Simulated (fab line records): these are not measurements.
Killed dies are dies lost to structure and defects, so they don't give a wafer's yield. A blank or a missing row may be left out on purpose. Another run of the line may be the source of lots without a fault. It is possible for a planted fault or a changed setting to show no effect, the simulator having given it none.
Chamber matching    flow n5 finfet    4 sister chambers for N5_BEOL_M11_DESCUM_33 on rie diel-04
The step chemistry O2, time 7.9 s. 14 wafers are shown with their chamber, then 7 later ones without.

== WAFERS WITH THEIR CHAMBER ==
wafer   chamber  showerhead plenum p Torr (Torr)  drypump motor current A (A)  oes product au (a.u.)
L075.3  0        2.08                             6.1                          0.70
L075.5  0        2.08                             6.1                          0.70
L075.6  1        2.00                             6.6                          0.74
L083.1  2        2.17                             5.5                          0.74
L083.2  3        2.23                             5.6                          0.94
L083.5  0        2.07                             6.1                          0.71
L081.1  2        2.17                             5.5                          0.73
L081.2  3        2.22                             5.7                          0.93
L081.5  2        2.17                             5.5                          0.72
L082.2  3        2.22                             5.7                          0.92
L082.4  0        2.07                             6.1                          0.69
L082.5  1        1.99                             6.5                          0.74
L086.1  1        1.99                             6.6                          0.72
L086.3  0        2.07                             6.1                          0.69

SIGNATURES, as means of the wafers listed above
reading                   chamber 0  chamber 1  chamber 2  chamber 3  scatter within a chamber
showerhead plenum p Torr  2.0740     1.9933     2.1700     2.2233     0.00503
drypump motor current A   6.100      6.567      5.500      5.667      0.0365
oes product au            0.6980     0.7333     0.7300     0.9300     0.00973
Rule: for each reading, subtract the chamber's mean from the wafer's reading, divide by that reading's scatter and square the result; add these up over the readings and take the root, which gives the wafer's distance from the chamber. The wafer belongs to the nearest chamber; if the next one is less than 2 further off, it can't be placed. The scatter is the square root of a quotient: the sum, over the shown wafers, of each reading's squared deviation from its chamber's mean, divided by wafers minus chambers.

== WAFERS MISSING THEIR CHAMBER ==
wafer   showerhead plenum p Torr (Torr)  drypump motor current A (A)  oes product au (a.u.)
L086.4  2.16                             5.5                          0.73
L095.3  2.16                             5.5                          0.72
L095.5  2.22                             5.7                          0.89
L095.6  2.16                             5.5                          0.71
L094.1  2.07                             6.2                          0.67
L094.5  2.22                             5.6                          0.88
L094.6  2.07                             6.1                          0.69

== THE CHAMBER EACH PASSED THROUGH ==
wafer   from the rows above  in truth
L086.4  2                    2
L095.3  2                    2
L095.5  3                    3
L095.6  2                    2
L094.1  0                    0
L094.5  3                    3
L094.6  0                    0
7 of 7 placed correctly. Not placeable from these rows: 0. Number placed wrongly: 0.
